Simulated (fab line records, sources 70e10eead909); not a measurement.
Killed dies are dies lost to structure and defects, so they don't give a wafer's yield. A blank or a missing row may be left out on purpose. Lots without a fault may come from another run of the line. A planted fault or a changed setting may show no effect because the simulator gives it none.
Which tool did it? | flow nand_harc | 24 lots, 72 wafers sampled, at 6 steps of a route of 1302

WHAT THE GAUGES READ, wafer by wafer
The record holds no reading of a measuring or inspecting step that can be judged against a usual standard deviation.

WHICH TOOL RAN EACH LOT (tool, then ch and the chambers of the sampled wafers, then the start)
lot  | NHARC_A_STAIRCASE_TRIM_233                    | NHARC_A_STAIRCASE_ETCH_253         | NHARC_A_STAIRCASE_DEP_259       | NHARC_A_STAIRCASE_STRIP_316                   | NHARC_A_STAIRCASE_DEP_151       | NHARC_A_STAIRCASE_ETCH_444
L074 | rie_diel-11 ch 0,1,3, day 16 07:55 or earlier | rie_diel-07 ch 0,1,3, day 16 07:55 | pecvd-04 ch 1,2, day 16 12:52   | rie_diel-10 ch 0,1,3, day 17 18:01 or earlier | pecvd-01 ch 1,2, day 17 18:01   | rie_diel-07 ch 0,2, day 18 22:53
L075 | rie_diel-10 ch 2,3, day 16 10:34 or earlier   | rie_diel-11 ch 2,3, day 16 10:34   | pecvd-01 ch 0,1,2, day 16 14:29 | rie_diel-07 ch 1,3, day 17 17:52 or earlier   | pecvd-04 ch 0,2, day 17 17:52   | rie_diel-11 ch 0,2,3, day 18 21:57
L076 | rie_diel-10 ch 0,2,3, day 16 12:23 or earlier | rie_diel-07 ch 2,3, day 16 12:23   | pecvd-01 ch 0,1,2, day 16 16:56 | rie_diel-07 ch 0,1,3, day 18 03:23 or earlier | pecvd-01 ch 0,2, day 18 03:23   | rie_diel-07 ch 2,3, day 19 07:57
L077 | rie_diel-07 ch 0,1,3, day 17 21:37 or earlier | rie_diel-10 ch 0,2, day 17 21:37   | pecvd-01 ch 0,2, day 18 02:42   | rie_diel-10 ch 1,2,3, day 19 10:23 or earlier | pecvd-04 ch 0,1,2, day 19 10:23 | rie_diel-10 ch 0,1, day 20 14:37
L078 | rie_diel-07 ch 1,2,3, day 17 22:52 or earlier | rie_diel-07 ch 0,1,3, day 17 22:52 | pecvd-01 ch 0,2, day 18 04:22   | rie_diel-07 ch 0,1, day 19 10:34 or earlier   | pecvd-03 ch 0,1, day 19 10:34   | rie_diel-11 ch 1,3, day 20 14:29
L079 | rie_diel-11 ch 1,2, day 18 03:32 or earlier   | rie_diel-07 ch 0,1,3, day 18 03:32 | pecvd-04 ch 0,2, day 18 06:17   | rie_diel-11 ch 1,2,3, day 19 10:31 or earlier | pecvd-01 ch 0,1, day 19 10:31   | rie_diel-07 ch 0,1, day 20 14:45
L080 | rie_diel-11 ch 0,1,2, day 18 19:04 or earlier | rie_diel-07 ch 0,1,2, day 18 19:04 | pecvd-01 ch 0,1, day 19 00:13   | rie_diel-11 ch 0,2,3, day 20 05:41 or earlier | pecvd-03 ch 0,1, day 20 05:41   | rie_diel-07 ch 0,1, day 21 13:18
L082 | rie_diel-10 ch 0,2,3, day 19 13:32 or earlier | rie_diel-07 ch 0,1, day 19 13:32   | pecvd-04 ch 0,1,2, day 19 16:17 | rie_diel-07 ch 2,3, day 20 23:25 or earlier   | pecvd-03 ch 1,2, day 20 23:25   | rie_diel-07 ch 0,2, day 22 09:51
L081 | rie_diel-07 ch 1,2,3, day 19 14:05 or earlier | rie_diel-07 ch 2,3, day 19 14:05   | pecvd-03 ch 0,2, day 19 16:50   | rie_diel-10 ch 0,2, day 20 23:26 or earlier   | pecvd-04 ch 1,2, day 20 23:26   | rie_diel-11 ch 0,1,2, day 22 10:21
L084 | rie_diel-10 ch 1,3, day 20 00:30 or earlier   | rie_diel-11 ch 1,3, day 20 00:30   | pecvd-03 ch 1,2, day 20 04:52   | rie_diel-11 ch 1,2, day 21 08:43 or earlier   | pecvd-04 ch 0,1, day 21 08:43   | rie_diel-11 ch 0,1, day 22 16:43
L083 | rie_diel-11 ch 0,1,2, day 20 01:10 or earlier | rie_diel-10 ch 0,1,3, day 20 01:10 | pecvd-01 ch 0,1, day 20 05:25   | rie_diel-11 ch 0,2,3, day 21 08:49 or earlier | pecvd-01 ch 0,2, day 21 08:49   | rie_diel-10 ch 0,2,3, day 22 16:22
L085 | rie_diel-07 ch 0,1,3, day 20 17:35 or earlier | rie_diel-11 ch 0,2, day 20 17:35   | pecvd-01 ch 0,2, day 20 21:10   | rie_diel-10 ch 0,1, day 22 13:07 or earlier   | pecvd-03 ch 1,2, day 22 13:07   | rie_diel-11 ch 2,3, day 23 14:09
L086 | rie_diel-10 ch 0,1,2, day 20 23:51 or earlier | rie_diel-10 ch 2,3, day 20 23:51   | pecvd-03 ch 0,1,2, day 21 02:41 | rie_diel-11 ch 1,2, day 22 13:24 or earlier   | pecvd-01 ch 0,1,2, day 22 13:24 | rie_diel-07 ch 1,2,3, day 23 15:28
L088 | rie_diel-11 ch 0,2, day 22 00:04 or earlier   | rie_diel-11 ch 0,1,3, day 22 00:04 | pecvd-04 ch 1,2, day 22 02:56   | rie_diel-11 ch 0,1,3, day 23 09:40 or earlier | pecvd-04 ch 1,2, day 23 09:40   | rie_diel-07 ch 0,3, day 24 11:17
L087 | rie_diel-07 ch 0,1,2, day 22 00:21 or earlier | rie_diel-11 ch 1,2,3, day 22 00:21 | pecvd-01 ch 1,2, day 22 03:11   | rie_diel-07 ch 0,2, day 23 09:40 or earlier   | pecvd-01 ch 0,1, day 23 09:40   | rie_diel-10 ch 0,2, day 24 11:55
L089 | rie_diel-10 ch 0,2,3, day 22 08:35 or earlier | rie_diel-11 ch 0,1,2, day 22 08:35 | pecvd-03 ch 0,1, day 22 11:22   | rie_diel-10 ch 1,2,3, day 23 15:42 or earlier | pecvd-01 ch 0,1,2, day 23 15:42 | rie_diel-07 ch 2,3, day 24 15:26
L090 | rie_diel-11 ch 0,3, day 23 02:29 or earlier   | rie_diel-07 ch 0,1, day 23 02:29   | pecvd-03 ch 0,1,2, day 23 05:32 | rie_diel-07 ch 2,3, day 24 14:01 or earlier   | pecvd-03 ch 0,1,2, day 24 14:01 | rie_diel-07 ch 2,3, day 25 18:09
L091 | rie_diel-07 ch 1,2,3, day 23 10:40 or earlier | rie_diel-10 ch 0,3, day 23 10:40   | pecvd-04 ch 1,2, day 23 15:39   | rie_diel-07 ch 0,2,3, day 24 21:15 or earlier | pecvd-01 ch 0,1,2, day 24 21:15 | rie_diel-11 ch 0,1, day 25 18:47
L092 | rie_diel-10 ch 1,2,3, day 23 17:09 or earlier | rie_diel-07 ch 0,2,3, day 23 17:09 | pecvd-04 ch 0,1,2, day 23 21:38 | rie_diel-07 ch 0,2,3, day 25 08:56 or earlier | pecvd-01 ch 0,1,2, day 25 08:56 | rie_diel-11 ch 1,2,3, day 26 11:28
L093 | rie_diel-07 ch 0,1,3, day 23 20:26 or earlier | rie_diel-11 ch 0,2,3, day 23 20:26 | pecvd-04 ch 0,1, day 23 23:31   | rie_diel-11 ch 2,3, day 25 09:07 or earlier   | pecvd-03 ch 1,2, day 25 09:07   | rie_diel-07 ch 0,1, day 26 11:28
L094 | rie_diel-07 ch 1,2, day 24 03:28 or earlier   | rie_diel-10 ch 0,3, day 24 03:28   | pecvd-04 ch 1,2, day 24 08:10   | rie_diel-07 ch 1,2,3, day 25 14:49 or earlier | pecvd-01 ch 1,2, day 25 14:49   | rie_diel-07 ch 1,2,3, day 26 22:25
L095 | rie_diel-11 ch 0,1,2, day 24 21:48 or earlier | rie_diel-07 ch 0,2,3, day 24 21:48 | pecvd-04 ch 1,2, day 25 00:38   | rie_diel-10 ch 2,3, day 26 07:52 or earlier   | pecvd-01 ch 0,2, day 26 07:52   | rie_diel-07 ch 0,2,3, day 27 12:56
L096 | rie_diel-11 ch 0,1, day 25 04:23 or earlier   | rie_diel-11 ch 0,1,3, day 25 04:23 | pecvd-04 ch 0,2, day 25 09:31   | rie_diel-10 ch 0,1, day 26 16:01 or earlier   | pecvd-03 ch 0,1, day 26 16:01   | rie_diel-07 ch 0,1,3, day 27 20:17
L097 | rie_diel-10 ch 0,3, day 25 12:06 or earlier   | rie_diel-10 ch 0,1,3, day 25 12:06 | pecvd-04 ch 0,1, day 25 14:53   | rie_diel-11 ch 2,3, day 26 19:24 or earlier   | pecvd-04 ch 0,1,2, day 26 19:24 | rie_diel-10 ch 0,2,3, day 27 21:26
- NHARC_A_STAIRCASE_TRIM_233: chemistry O2, time 211.2 s.
- NHARC_A_STAIRCASE_ETCH_253: etches the open film in C4F8/O2, target depth 50 nm, time 20.2 s.
- NHARC_A_STAIRCASE_DEP_259: deposits SiON, target thk 30 nm.
- NHARC_A_STAIRCASE_STRIP_316: strips in O2.
- NHARC_A_STAIRCASE_DEP_151: deposits SiO2, target thk 7200 nm.
- NHARC_A_STAIRCASE_ETCH_444: etches the open film in C4F8/O2, target depth 20400 nm, time 6800 s.

WHAT THE TOOLS THEMSELVES READ (means of the sampled wafers that have a number; where no wafer has one, the mark that the record gives instead)
NHARC_A_STAIRCASE_TRIM_233. Usual: drypump_motor_current_A 5.9 A, standard deviation 0.43; mfc_ar_sccm 0.004 sccm, standard deviation 0.0085; o2_flow_sccm 499.7 sccm, standard deviation 1.5; oes_product_au 1.004 a.u., standard deviation 0.01; rf_vpp_V 57.8 V, standard deviation 0.84; showerhead_plenum_p_Torr 3.51 Torr, standard deviation 0.13; throttle_valve_pct 17.036 %, standard deviation 0.0094.
lot  | tool        | drypump_motor_current_A (A) | mfc_ar_sccm (sccm) | o2_flow_sccm (sccm) | oes_product_au (a.u.) | rf_vpp_V (V) | showerhead_plenum_p_Torr (Torr) | throttle_valve_pct (%) | flag
L074 | rie_diel-11 | 6.0                         | 0.009              | 499.0               | 1.007                 | 57.7         | 3.66                            | 17.040                 |
L075 | rie_diel-10 | 6.0                         | 0.000              | 499.9               | 1.007                 | 58.3         | 3.49                            | 17.036                 |
L076 | rie_diel-10 | 6.0                         | 0.006              | 499.7               | 1.003                 | 58.1         | 3.46                            | 17.034                 |
L077 | rie_diel-07 | 5.8                         | 0.003              | 499.8               | 1.000                 | 57.9         | 3.49                            | 17.029                 |
L078 | rie_diel-07 | 6.0                         | 0.003              | 498.8               | 0.996                 | 57.1         | 3.44                            | 17.031                 |
L079 | rie_diel-11 | 6.1                         | 0.000              | 501.4               | 1.013                 | 56.8         | 3.53                            | 17.038                 |
L080 | rie_diel-11 | 5.8                         | 0.000              | 499.1               | 1.008                 | 57.3         | 3.57                            | 17.045                 |
L082 | rie_diel-10 | 6.0                         | 0.006              | 500.3               | 1.018                 | 58.2         | 3.62                            | 17.034                 |
L081 | rie_diel-07 | 6.0                         | 0.003              | 499.4               | 0.995                 | 58.0         | 3.44                            | 17.030                 |
L084 | rie_diel-10 | 6.1                         | 0.000              | 499.4               | 0.993                 | 58.2         | 3.47                            | 17.043                 |
L083 | rie_diel-11 | 5.8                         | 0.000              | 500.2               | 1.004                 | 58.3         | 3.57                            | 17.031                 |
L085 | rie_diel-07 | 5.8                         | 0.003              | 498.0               | 1.002                 | 56.6         | 3.48                            | 17.031                 |
L086 | rie_diel-10 | 6.0                         | 0.006              | 502.8               | 1.008                 | 57.6         | 3.57                            | 17.037                 |
L088 | rie_diel-11 | 5.4                         | 0.000              | 500.3               | 0.996                 | 57.9         | 3.61                            | 17.037                 |
L087 | rie_diel-07 | 5.7                         | 0.000              | 499.5               | 0.989                 | 58.5         | 3.42                            | 17.035                 |
L089 | rie_diel-10 | 6.0                         | 0.006              | 500.8               | 1.016                 | 57.6         | 3.61                            | 17.038                 |
L090 | rie_diel-11 | 6.0                         | 0.018              | 499.0               | 1.004                 | 58.4         | 3.64                            | 17.032                 |
L091 | rie_diel-07 | 6.0                         | 0.003              | 498.8               | 0.995                 | 57.7         | 3.42                            | 17.035                 |
L092 | rie_diel-10 | 5.9                         | 0.000              | 499.7               | 1.013                 | 57.8         | 3.59                            | 17.033                 |
L093 | rie_diel-07 | 5.8                         | 0.003              | 498.9               | 0.991                 | 57.5         | 3.47                            | 17.038                 |
L094 | rie_diel-07 | 6.1                         | 0.000              | 500.2               | 0.996                 | 57.6         | 3.44                            | 17.030                 |
L095 | rie_diel-11 | 5.7                         | 0.000              | 499.0               | 1.005                 | 57.1         | 3.55                            | 17.044                 |
L096 | rie_diel-11 | 5.7                         | 0.000              | 498.7               | 1.018                 | 57.8         | 3.66                            | 17.026                 |
L097 | rie_diel-10 | 6.3                         | 0.013              | 499.5               | 1.007                 | 58.6         | 3.49                            | 17.042                 |

NHARC_A_STAIRCASE_ETCH_253. Usual: oes_product_au 0.957 a.u., standard deviation 0.019; rf_vpp_V 895 V, standard deviation 4.6.
lot  | tool        | oes_product_au (a.u.) | rf_vpp_V (V) | flag
L074 | rie_diel-07 | 0.962                 | 895          |
L075 | rie_diel-11 | 0.963                 | 894          |
L076 | rie_diel-07 | 0.961                 | 893          |
L077 | rie_diel-10 | 0.935                 | 889          |
L078 | rie_diel-07 | 0.927                 | 895          |
L079 | rie_diel-07 | 0.955                 | 894          |
L080 | rie_diel-07 | 0.967                 | 892          |
L082 | rie_diel-07 | 0.948                 | 896          |
L081 | rie_diel-07 | 0.973                 | 891          |
L084 | rie_diel-11 | 0.979                 | 899          |
L083 | rie_diel-10 | 0.975                 | 895          |
L085 | rie_diel-11 | 0.931                 | 895          |
L086 | rie_diel-10 | 0.968                 | 899          |
L088 | rie_diel-11 | 0.974                 | 900          |
L087 | rie_diel-11 | 0.957                 | 896          |
L089 | rie_diel-11 | 0.973                 | 896          |
L090 | rie_diel-07 | 0.967                 | 893          |
L091 | rie_diel-10 | 0.943                 | 894          |
L092 | rie_diel-07 | 0.937                 | 892          |
L093 | rie_diel-11 | 0.929                 | 898          |
L094 | rie_diel-10 | 0.974                 | 895          |
L095 | rie_diel-07 | 0.956                 | 891          |
L096 | rie_diel-11 | 0.957                 | 900          |
L097 | rie_diel-10 | 0.966                 | 895          |

NHARC_A_STAIRCASE_DEP_259. Usual: heater_power_w 808 W, standard deviation 100.
lot  | tool     | heater_power_w (W) | flag
L074 | pecvd-04 | 935                |
L075 | pecvd-01 | 801                |
L076 | pecvd-01 | 786                |
L077 | pecvd-01 | 798                |
L078 | pecvd-01 | 770                |
L079 | pecvd-04 | 930                |
L080 | pecvd-01 | 737                |
L082 | pecvd-04 | 850                |
L081 | pecvd-03 | 726                |
L084 | pecvd-03 | 807                |
L083 | pecvd-01 | 795                |
L085 | pecvd-01 | 713                |
L086 | pecvd-03 | 738                |
L088 | pecvd-04 | 910                |
L087 | pecvd-01 | 836                |
L089 | pecvd-03 | 813                |
L090 | pecvd-03 | 729                |
L091 | pecvd-04 | 953                |
L092 | pecvd-04 | 869                |
L093 | pecvd-04 | 850                |
L094 | pecvd-04 | 906                |
L095 | pecvd-04 | 831                |
L096 | pecvd-04 | 819                |
L097 | pecvd-04 | 826                |

NHARC_A_STAIRCASE_STRIP_316. Usual: drypump_motor_current_A 5.9 A, standard deviation 0.43; mfc_ar_sccm 0.005 sccm, standard deviation 0.0085; o2_flow_sccm 499.9 sccm, standard deviation 1.5; oes_product_au 1.004 a.u., standard deviation 0.01; rf_vpp_V 57.8 V, standard deviation 0.87; showerhead_plenum_p_Torr 3.50 Torr, standard deviation 0.14; throttle_valve_pct 17.037 %, standard deviation 0.0085.
lot  | tool        | drypump_motor_current_A (A) | mfc_ar_sccm (sccm) | o2_flow_sccm (sccm) | oes_product_au (a.u.) | rf_vpp_V (V) | showerhead_plenum_p_Torr (Torr) | throttle_valve_pct (%) | flag
L074 | rie_diel-10 | 6.2                         | 0.006              | 501.2               | 1.002                 | 58.2         | 3.50                            | 17.037                 |
L075 | rie_diel-07 | 6.1                         | 0.006              | 501.1               | 1.005                 | 58.2         | 3.50                            | 17.037                 |
L076 | rie_diel-07 | 5.8                         | 0.003              | 500.5               | 0.998                 | 57.7         | 3.49                            | 17.032                 |
L077 | rie_diel-10 | 6.0                         | 0.000              | 499.1               | 1.004                 | 56.9         | 3.43                            | 17.046                 |
L078 | rie_diel-07 | 5.5                         | 0.000              | 500.7               | 0.996                 | 56.6         | 3.49                            | 17.041                 |
L079 | rie_diel-11 | 6.1                         | 0.009              | 501.0               | 1.010                 | 57.8         | 3.53                            | 17.035                 |
L080 | rie_diel-11 | 5.7                         | 0.009              | 500.1               | 1.005                 | 58.0         | 3.58                            | 17.037                 |
L082 | rie_diel-07 | 5.9                         | 0.003              | 499.8               | 0.997                 | 57.8         | 3.35                            | 17.042                 |
L081 | rie_diel-10 | 5.8                         | 0.006              | 499.6               | 1.025                 | 59.0         | 3.69                            | 17.036                 |
L084 | rie_diel-11 | 5.9                         | 0.000              | 500.8               | 1.013                 | 57.5         | 3.45                            | 17.032                 |
L083 | rie_diel-11 | 5.7                         | 0.009              | 499.7               | 1.005                 | 58.4         | 3.57                            | 17.034                 |
L085 | rie_diel-10 | 6.2                         | 0.013              | 499.6               | 1.006                 | 58.1         | 3.46                            | 17.038                 |
L086 | rie_diel-11 | 6.1                         | 0.000              | 498.3               | 1.008                 | 58.0         | 3.51                            | 17.032                 |
L088 | rie_diel-11 | 6.0                         | 0.009              | 500.1               | 1.004                 | 57.3         | 3.63                            | 17.031                 |
L087 | rie_diel-07 | 5.6                         | 0.000              | 500.8               | 0.997                 | 57.8         | 3.34                            | 17.039                 |
L089 | rie_diel-10 | 5.9                         | 0.000              | 498.5               | 1.005                 | 58.4         | 3.59                            | 17.037                 |
L090 | rie_diel-07 | 6.0                         | 0.006              | 499.1               | 0.999                 | 56.9         | 3.40                            | 17.036                 |
L091 | rie_diel-07 | 5.6                         | 0.003              | 501.0               | 0.995                 | 57.3         | 3.39                            | 17.035                 |
L092 | rie_diel-07 | 5.6                         | 0.003              | 500.8               | 0.997                 | 58.6         | 3.39                            | 17.032                 |
L093 | rie_diel-11 | 5.8                         | 0.009              | 499.4               | 1.003                 | 57.6         | 3.44                            | 17.041                 |
L094 | rie_diel-07 | 6.1                         | 0.003              | 498.6               | 0.992                 | 58.1         | 3.41                            | 17.043                 |
L095 | rie_diel-10 | 6.0                         | 0.000              | 498.3               | 1.012                 | 57.6         | 3.62                            | 17.036                 |
L096 | rie_diel-10 | 6.2                         | 0.006              | 499.9               | 0.997                 | 57.7         | 3.42                            | 17.031                 |
L097 | rie_diel-11 | 6.1                         | 0.018              | 498.4               | 1.002                 | 57.9         | 3.51                            | 17.039                 |

NHARC_A_STAIRCASE_DEP_151. Usual: heater_power_w 685 W, standard deviation 100.
lot  | tool     | heater_power_w (W) | flag
L074 | pecvd-01 | 655                |
L075 | pecvd-04 | 748                |
L076 | pecvd-01 | 641                |
L077 | pecvd-04 | 678                |
L078 | pecvd-03 | 612                |
L079 | pecvd-01 | 655                |
L080 | pecvd-03 | 592                |
L082 | pecvd-03 | 746                |
L081 | pecvd-04 | 792                |
L084 | pecvd-04 | 701                |
L083 | pecvd-01 | 682                |
L085 | pecvd-03 | 757                |
L086 | pecvd-01 | 629                |
L088 | pecvd-04 | 787                |
L087 | pecvd-01 | 612                |
L089 | pecvd-01 | 725                |
L090 | pecvd-03 | 626                |
L091 | pecvd-01 | 684                |
L092 | pecvd-01 | 671                |
L093 | pecvd-03 | 712                |
L094 | pecvd-01 | 688                |
L095 | pecvd-01 | 593                |
L096 | pecvd-03 | 591                |
L097 | pecvd-04 | 765                |

NHARC_A_STAIRCASE_ETCH_444. Usual: oes_product_au 0.936 a.u., standard deviation 0.018; rf_vpp_V 806 V, standard deviation 4.3.
lot  | tool        | oes_product_au (a.u.) | rf_vpp_V (V) | flag
L074 | rie_diel-07 | 0.924                 | 802          |
L075 | rie_diel-11 | 0.926                 | 809          |
L076 | rie_diel-07 | 0.931                 | 801          |
L077 | rie_diel-10 | 0.954                 | 804          |
L078 | rie_diel-11 | 0.959                 | 809          |
L079 | rie_diel-07 | 0.930                 | 806          |
L080 | rie_diel-07 | 0.974                 | 805          |
L082 | rie_diel-07 | 0.978                 | 804          |
L081 | rie_diel-11 | 0.927                 | 807          |
L084 | rie_diel-11 | 0.934                 | 810          |
L083 | rie_diel-10 | 0.936                 | 809          |
L085 | rie_diel-11 | 0.926                 | 806          |
L086 | rie_diel-07 | 0.926                 | 804          |
L088 | rie_diel-07 | 0.961                 | 805          |
L087 | rie_diel-10 | 0.939                 | 812          |
L089 | rie_diel-07 | 0.922                 | 801          |
L090 | rie_diel-07 | 0.924                 | 801          |
L091 | rie_diel-11 | 0.938                 | 811          |
L092 | rie_diel-11 | 0.925                 | 806          |
L093 | rie_diel-07 | 0.923                 | 804          |
L094 | rie_diel-07 | 0.922                 | 803          |
L095 | rie_diel-07 | 0.933                 | 802          |
L096 | rie_diel-07 | 0.926                 | 804          |
L097 | rie_diel-10 | 0.962                 | 808          |

THE ANSWER, worked out from the rows above alone
Rule: a lot is off if the mean of its wafers that have a number lies more than 3 standard deviations from the usual mean. A lot without any number at a reading at which 4 lots or more have one is off too. The other lots that the step has rows for count as sound. The gauges are gone through in route order, then the tools' own readings, and for those a lot's mean is taken as printed above. The first step at which some lot is off is used, and at that step the reading that is off furthest; a lot without a number counts as furthest.
No lot is off at any reading shown: from this, nothing can be told.

WHAT THE SIMULATOR HAD PUT IN
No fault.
